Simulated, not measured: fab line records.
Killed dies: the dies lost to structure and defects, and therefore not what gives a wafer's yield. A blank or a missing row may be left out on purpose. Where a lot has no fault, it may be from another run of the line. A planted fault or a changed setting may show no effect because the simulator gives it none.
fab line records	flow n5Finfet
record: lots: 8	wafers: 21	lastDay: 19
route steps=1938 shown SD_EPI_P@304 SDB@361 BEOL_M4@1111
lots that met no fault: from a run of the same line without faults
startH: hours from the record's opening day to when the first of the lot's shown wafers began	waitH: time in hours since the lot's previous step	" the same as in the row above	L1.1+2: one row covering several wafers at once	- no value, or no start given	* or withheld: withheld	< > ~ a bound
route shown NAME@n: a module of which the file shows steps, and the number in the route of the first	usual: mean/standard deviation of fault-free wafers	same: alike in all rows	chamber/n: place in a boat	sites: the reading at each site	_std_site: standard deviation of those values	_edge_site: outer sites' mean less inner sites'	radiusMm: how far each site lies from the wafer's centre	mask NAME#n: copy n	behind: the most recent tool/chamber to have shaped the wafer	hold: why the lot was held/for how many hours/how that ended	device: names the non-switching transistor (n, p or np)	end of line: the route-end tests of the same wafers	a step given without rows: its recipe and nothing more	killed: dies lost to structure and defects at the first sort, not the wafer's yield	map: shows each die of a wafer: x if killed, . if not, _ if none is there
set.NAME: setting as actually run; set.NAME@STEP: the setting as run at that earlier step	model.NAME: the simulator's own value behind a step, which no gauge read
a sample of lots followed through the steps of the route, with each step as a table and each wafer as a row
services: when a tool's chamber went out of use (startH, in hours from the record's first day, below 0 if earlier), for how many hours, and the reason
== steps ==
step: N5_SD_EPI_P_OVL_MEAS_10
recipe: pointsPerWafer: 44
usual: SD_P_BLK_OVL: 0.6/0.64
same: pointsPerWafer: 44
lot.wafer	tool	chamber	startH	waitH	SD_P_BLK_OVL[nm]
L880.1	overlay-02	0	54.65	0.0	0.2
L880.3	"	0	"	"	0.2
L880.5	"	0	"	"	-0.9
L888.2	overlay-01	0	103.45	0.0	-0.7
L888.3	"	0	"	"	0.5
L888.5	"	0	"	"	-0.6
L894.1	overlay-01	0	136.88	0.0	-0.6
L894.2	"	0	"	"	-0.4
L894.4	"	0	"	"	0.6
L895.2	overlay-02	0	145.27	0.0	-0.2
L895.3	"	0	"	"	0.9
L897.1	overlay-02	0	156.30	0.0	0.3
L897.3	"	0	"	"	0.1
L899.3	overlay-02	0	168.18	0.0	1.0
L899.4	"	0	"	"	1.4
L900.1	overlay-02	0	179.77	0.0	0.2
L900.2	"	0	"	"	-0.8
L900.3	"	0	"	"	0.3
L901.4	overlay-01	0	185.88	0.0	0.8
L901.5	"	0	"	"	0.9
L901.6	"	0	"	"	1.0
step: N5_SDB_ETCH_18
recipe: chemistry: N2/H2	target: SOC	targetDepthA: 1000	overetchA: 200	maskMaterial: SiARC	tempC: 40	timeS: 150	ionEnergyEv: 200	pressureMtorr: 30	sourceW: 840	biasW: 150	n2FlowSccm: 200	h2FlowSccm: 200
usual: drypumpMotorCurrentA: 5.8/0.51	oesProductAu: 0.70/0.066	rfFwdPowerW: 837.1/2.6	rfVppV: 524.4/1.9	showerheadPlenumPTorr: 2.56/0.063	tempC: 40.00/0.11	throttleValvePct: 17.94/0.16
same: timeS: 150
lot.wafer	tool	chamber	startH	waitH	drypumpMotorCurrentA	oesProductAu	rfFwdPowerW	rfHoursCounterH	rfVppV	showerheadPlenumPTorr	tempC	throttleValvePct
L880.1	rieDiel-01	1	66.25	0.0	5.7	0.71	837.6	127	524.4	2.55	40.02	17.98
L880.3	"	0	"	"	6.5	0.85	832.8	11	522.8	2.50	40.11	17.65
L880.5	"	0	"	"	6.5	0.84	831.8	-	522.8	2.50	40.17	17.68
L888.2	rieDiel-01	3	114.90	0.0	5.2	0.70	838.1	102	525.3	2.57	39.91	18.09
L888.3	"	0	"	"	6.5	0.81	839.4	28	523.3	2.49	39.93	17.70
L888.5	"	1	"	"	5.6	0.70	839.9	-	524.6	2.55	40.01	18.02
L894.1	rieDiel-04	1	150.00	0.0	6.2	0.61	829.7	248	523.0	2.50	40.01	18.01
L894.2	"	2	"	"	5.6	0.64	833.6	172	523.0	2.53	39.94	18.12
L894.4	"	3	"	"	5.5	0.85	837.5	8	525.6	2.61	40.06	17.73
L895.2	rieDiel-01	0	156.76	0.0	6.5	0.78	831.3	46	523.6	2.49	39.76	17.73
L895.3	"	1	"	"	5.7	0.69	837.5	162	524.0	2.54	39.96	18.06
L897.1	rieDiel-01	2	169.39	0.0	5.0	0.63	833.9	240	526.0	2.60	39.91	17.73
L897.3	"	0	"	"	6.5	0.77	832.5	49	523.7	2.49	40.02	17.73
L899.3	rieDiel-01	1	179.82	0.0	5.6	0.68	836.8	168	522.8	2.54	40.01	18.05
L899.4	"	3	"	"	5.2	0.69	838.7	126	524.2	2.56	40.14	18.15
L900.1	rieDiel-05	1	191.71	0.0	6.7	0.69	838.8	142	524.0	2.55	40.10	17.80
L900.2	"	0	"	"	5.7	0.73	838.1	77	527.9	2.69	39.98	17.98
L900.3	"	2	"	"	6.1	0.65	836.5	198	526.3	2.63	40.12	18.11
L901.4	rieDiel-05	1	197.47	0.0	6.6	0.69	836.6	143	524.4	2.55	40.26	17.79
L901.5	"	2	"	"	6.0	0.65	835.6	-	525.0	2.63	39.99	18.12
L901.6	"	3	"	"	6.0	0.72	837.5	-	519.4	2.45	40.13	17.93
step: N5_SDB_HM_OPEN_20
recipe: chemistry: CH3F/O2	target: SiNx	maskMaterial: SOC	targetDepthA: 240	stopOn: poly-Si	overEtchFrac: 0.4	ionEnergyEv: 120	pressureMtorr: 30	sourceW: 395	biasW: 73	Ar_flow_sccm: 150	CH3F_flow_sccm: 30	O2_flow_sccm: 20
usual: drypumpMotorCurrentA: 5.8/0.51	mfcArSccm: 150.0/0.41	oes_ar_750_au: 0.78/0.073	oesProductAu: 0.63/0.059	overEtchFrac: 0.4/0	rfFwdPowerW: 392.1/1.6	rfVppV: 298/3.3	showerheadPlenumPTorr: 2.02/0.048	throttleValvePct: 16.44/0.15
lot.wafer	tool	chamber	startH	waitH	drypumpMotorCurrentA	mfcArSccm	oes_ar_750_au	oesProductAu	overEtchFrac	rfFwdPowerW	rfHoursCounterH	rfVppV	showerheadPlenumPTorr	throttleValvePct
L880.1	rieDiel-01	1	66.41	0.0	5.7	150.1	0.80	0.64	0.4	393.1	127	295	2.01	16.45
L880.3	"	0	"	"	6.5	149.7	0.93	0.75	0.4	390.5	11	301	1.97	16.16
L880.5	"	0	"	"	6.5	150.4	0.94	0.76	0.4	391.1	-	300	1.97	16.16
L888.2	rieDiel-01	3	115.06	0.0	5.2	149.3	0.80	0.64	0.4	390.9	102	294	2.01	16.55
L888.3	"	0	"	"	6.5	150.1	0.90	0.74	0.4	390.5	29	298	1.97	16.21
L888.5	"	1	"	"	5.6	150.2	0.78	0.64	0.4	391.5	-	294	2.00	16.48
L894.1	rieDiel-04	1	150.15	0.0	6.2	150.2	0.69	0.55	0.4	391.7	248	299	1.97	16.57
L894.2	"	2	"	"	5.5	150.2	0.72	0.58	0.4	394.2	172	295	2.00	16.63
L894.4	"	3	"	"	5.6	149.3	0.94	0.77	0.4	390.8	8	299	2.05	16.15
L895.2	rieDiel-01	0	156.92	0.0	6.5	149.7	0.87	0.72	0.4	390.8	46	300	1.96	16.24
L895.3	"	1	"	"	5.6	149.8	0.76	0.58	0.6075	393.4	162	295	2.00	16.48
L897.1	rieDiel-01	2	169.55	0.0	5.0	150.4	0.69	0.55	0.4	392.0	240	304	2.06	16.37
L897.3	"	0	"	"	6.5	150.6	0.86	0.65	0.6075	391.2	49	299	1.96	16.24
L899.3	rieDiel-01	1	179.97	0.0	5.7	149.9	0.76	0.57	0.6075	394.3	168	297	2.00	16.53
L899.4	"	3	"	"	5.2	150.4	0.78	0.59	0.6075	393.1	126	294	2.01	16.60
L900.1	rieDiel-05	1	191.87	0.0	6.6	150.3	0.78	0.63	0.4	393.5	142	296	2.01	16.21
L900.2	"	0	"	"	5.7	149.9	0.81	0.67	0.4	390.9	77	300	2.11	16.41
L900.3	"	2	"	"	6.0	149.8	0.73	0.59	0.4	394.1	198	298	2.06	16.67
L901.4	rieDiel-05	1	197.63	0.0	6.6	150.3	0.77	0.64	0.4	393.1	143	294	2.00	16.23
L901.5	"	2	"	"	6.0	150.2	0.73	0.60	0.4	391.2	-	297	2.06	16.67
L901.6	"	3	"	"	6.0	149.8	0.81	0.67	0.4	393.9	-	296	1.94	16.49
step: N5_SDB_STRIP_22
recipe: chemistry: N2/H2	powerW: 1000	tempC: 250	h2Frac: 0.65	overashFraction: 0.3	pressureMtorr: withheld	n2FlowSccm: 1750	h2FlowSccm: 3250
usual: drypumpMotorCurrentA: 5.75/0.1	heaterPowerW: 343/22	oesProductAu: 0.715/0.0042	stripTimeToEndpointS: 96.3/0.31	tempC: 249.96/0.17
lot.wafer	tool	chamber	startH	waitH	drypumpMotorCurrentA	heaterPowerW	oesProductAu	rfHoursCounterH	stripTimeToEndpointS	tempC
L880.1	plasmaAsher-02	0	66.49	0.1	5.95	346	0.716	88	96.1	250.18
L880.3	"	0	"	"	5.93	349	0.716	-	96.1	249.87
L880.5	"	0	"	"	5.92	345	0.711	-	96.2	250.19
L888.2	plasmaAsher-01	1	115.14	0.1	5.73	338	0.720	44	96.1	250.00
L888.3	"	0	"	"	5.65	357	0.719	-	95.9	249.76
L888.5	"	1	"	"	5.72	344	0.717	-	96.0	249.94
L894.1	plasmaAsher-01	1	150.23	0.1	5.70	343	0.720	49	96.1	250.30
L894.2	"	0	"	"	5.64	359	0.708	49	96.0	249.54
L894.4	"	1	"	"	5.71	334	0.720	-	95.8	249.77
L895.2	plasmaAsher-01	0	157.09	0.1	5.66	361	0.711	52	95.9	250.04
L895.3	"	0	"	"	5.66	368	0.708	-	93.8	249.85
L897.1	plasmaAsher-01	1	169.71	0.1	5.74	345	0.713	57	95.6	249.77
L897.3	"	1	"	"	5.75	339	0.714	-	93.6	249.95
L899.3	plasmaAsher-01	1	180.09	0.1	5.70	337	0.717	-	94.4	249.97
L899.4	"	0	"	"	5.67	358	0.721	-	94.6	250.15
L900.1	plasmaAsher-01	1	199.06	7.2	5.73	344	0.706	61	95.7	250.20
L900.2	"	0	"	"	5.66	367	0.714	61	96.1	249.98
L900.3	"	1	"	"	5.73	348	0.715	-	96.3	250.09
L901.4	plasmaAsher-01	0	199.64	2.0	5.67	370	0.710	-	95.9	249.81
L901.5	"	1	"	"	5.74	336	0.713	-	96.5	250.05
L901.6	"	0	"	"	5.67	358	0.709	-	96.0	250.06
step: N5_SDB_CMP_30
recipe: stopOn: poly-Si	tOverpolishS: 1.54	postCmpClean: alkalineBrush	downForcePsi: 4.1491	platenRpm: 51.796	padVelocityMS: 1.0306	targetThkNm: 30
usual: motorCurrentA: 12.2/1.4	overpolishRunS: 1.539/0.0093	platenRpm: 51.80/0.034	slurryFlowMlMin: 149.9/0.47	timeToEndpointS: 17.0/2.1
lot.wafer	tool	chamber	startH	waitH	motorCurrentA	overpolishRunS	platenRpm	slurryFlowMlMin	timeToEndpointS
L880.3	cmp-02	0	69.89	1.4	12.4	1.547	51.81	149.9	12.5
L880.1	"	1	"	"	12.8	1.539	51.82	149.5	16.4
L880.5	"	0	"	"	11.5	1.541	51.85	150.4	13.2
L888.3	cmp-04	0	118.62	1.4	14.2	1.544	51.81	150.0	16.3
L888.2	"	1	"	"	10.5	1.541	51.78	149.7	17.0
L888.5	"	0	"	"	14.0	1.531	51.74	150.3	18.0
L894.4	cmp-03	1	154.14	1.4	11.6	1.545	51.73	150.0	17.7
L894.1	"	3	"	"	11.2	1.540	51.77	149.8	19.0
L894.2	"	0	"	"	10.4	1.535	51.79	150.2	16.4
L895.2	cmp-02	0	160.35	1.4	11.7	1.529	51.83	150.1	16.1
L895.3	"	2	"	"	12.0	1.551	51.80	150.4	19.9
L897.1	cmp-03	0	172.98	1.4	9.7	1.545	51.76	150.0	14.3
L897.3	"	2	"	"	14.1	1.547	51.84	149.4	13.3
L899.4	cmp-03	3	183.81	1.4	12.4	1.535	51.84	149.0	11.9
L899.3	"	1	"	"	10.9	1.539	51.79	150.2	14.2
L900.1	cmp-03	1	202.59	1.4	11.7	1.538	51.74	149.9	17.7
L900.3	"	2	"	"	15.1	1.532	51.80	149.7	17.1
L900.2	"	0	"	"	10.3	1.530	51.78	149.6	14.3
L901.4	cmp-03	2	202.83	1.4	14.9	1.540	51.82	150.0	18.8
L901.6	"	2	"	"	14.5	1.543	51.79	149.6	18.7
L901.5	"	3	"	"	11.7	1.548	51.80	149.7	16.4
step: N5_BEOL_M4_RC_MEAS_101
usual: DIBL_N: 36.6/1.3	DIBL_P: 36.4/1.4	IOFF_N: 0.167/0.023	IOFF_P: 0.219/0.029	ION_N: 678/8.7	ION_P: 464/6.4	SS_N: 71.5/0.53	SS_P: 73.4/0.57	VT_N: 248.5/2.8	VT_P: -249/3.1
lot.wafer	tool	chamber	startH	waitH	DIBL_N[mV/V]	DIBL_P[mV/V]	IOFF_N[nA/um]	IOFF_P[nA/um]	ION_N[uA/um]	ION_P[uA/um]	SS_N[mV/dec]	SS_P[mV/dec]	VT_N[mV]	VT_P[mV]
L880.1	prober-01	0	185.19	0.0	37.4	37.4	0.195	0.237	697	467	72.2	73.3	243.2	-248
L880.3	"	0	"	"	37.8	37.4	0.193	0.224	690	465	70.9	72.9	245.4	-249
L880.5	"	0	"	"	36.8	36.8	0.171	0.216	683	465	71.2	73.5	248.1	-250
L888.2	prober-02	0	254.80	0.2	35.0	34.1	0.133	0.192	666	462	70.6	72.9	252.4	-249
L888.3	"	0	"	"	37.0	36.9	0.166	0.239	681	471	71.8	73.5	247.1	-247
L888.5	"	0	"	"	37.8	37.1	0.169	0.238	669	459	71.9	73.4	250.5	-246
L895.2	prober-02	0	296.83	0.2	37.3	36.1	0.187	0.241	675	464	72.4	73.5	248.6	-245
L895.3	"	0	"	"	38.8	38.8	0.219	0.290	681	468	72.3	75.0	245.4	-244
L894.1	prober-01	0	308.51	0.0	34.8	34.5	0.142	0.195	661	454	71.8	73.4	250.3	-251
L894.2	"	0	"	"	35.6	36.9	0.159	0.228	675	461	70.3	73.5	249.4	-247
L894.4	"	0	"	"	36.5	36.5	0.169	0.222	670	459	71.2	73.4	247.3	-246
L899.3	prober-01	0	330.29	0.3	36.4	36.8	0.165	0.212	667	458	71.5	73.0	246.2	-250
L899.4	"	0	"	"	37.5	38.0	0.173	0.237	670	463	71.5	73.5	247.3	-248
L900.1	prober-01	0	334.52	0.0	39.3	37.6	0.193	0.207	689	461	71.7	74.3	245.8	-252
L900.2	"	0	"	"	37.9	37.0	0.165	0.200	679	466	71.7	73.7	249.2	-253
L900.3	"	0	"	"	37.2	36.2	0.149	0.180	672	456	71.6	73.5	252.1	-255
L897.1	prober-02	0	334.87	0.0	35.9	35.8	0.145	0.185	671	463	70.8	72.9	248.9	-254
L897.3	"	0	"	"	37.9	39.4	0.187	0.237	676	460	71.9	74.0	245.3	-249
L901.4	prober-01	0	351.61	0.5	37.1	39.1	0.171	0.247	674	463	72.1	73.3	249.8	-248
L901.5	"	0	"	"	37.7	38.4	0.176	0.233	675	465	72.4	73.7	250.0	-248
L901.6	"	0	"	"	36.9	38.3	0.168	0.222	678	466	71.7	73.8	252.3	-251
== services ==
tool	chamber	startH	hours	kind
rieDiel-04	1	61.26	8.9	repair
cmp-02	-	84.72	3.1	pm
rieDiel-04	3	101.78	-	clean
rieDiel-04	3	101.78	-	consumableReplace:focusRing
rieDiel-04	3	101.78	28.4	scheduledDown
rieDiel-04	3	101.78	28.4	ventCycle
cmp-03	-	113.28	7.0	pm
cmp-02	-	113.89	4.0	pm
cmp-04	-	113.89	0.6	repair
plasmaAsher-01	-	117.89	8.2	repair
rieDiel-04	-	119.54	2.3	repair
cmp-04	-	131.11	6.7	pm
rieDiel-05	-	132.88	14.6	pm
plasmaAsher-02	-	146.07	28.1	pm
cmp-03	-	162.99	4.0	pm
rieDiel-05	1	173.90	8.8	repair
rieDiel-04	1	176.16	8.1	repair
rieDiel-01	0	182.28	1.9	repair
cmp-04	-	182.94	5.0	pm
plasmaAsher-01	-	183.68	14.6	pm
plasmaAsher-02	-	187.79	18.5	repair
cmp-03	-	188.84	1.4	repair
rieDiel-01	2	190.80	1.6	repair
cmp-02	-	192.28	1.1	repair
== key ==
firstSign: step: N5_SDB_HM_OPEN_20	reading: overEtchFrac	direction: up	sigmas: 99+	usual: 0.4	struck: 0.6075
effect: step: N5_SDB_STRIP_22	reading: stripTimeToEndpointS	direction: down	sigmas: 7	usual: *	struck: *
metAt N5_SDB_HM_OPEN_20
struckLots L895,L897,L899
struckWafers L895.3,L897.3,L899.3,L899.4
notActingAt N5_SD_EPI_P_OVL_MEAS_10,N5_SDB_ETCH_18,N5_SDB_CMP_30
onsetBetween 115.06 156.92
fault: kind: processParameterDrift	tool: rieDiel-01	chamber: -	onsetH: 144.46	steps: N5_SDB_HM_OPEN_20	channel: overEtchFrac	offset: 0.2075	shape: step	endH: 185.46	scope: struckWafersOnly	actsIn: theseRecipesOnly	stated: 0.4
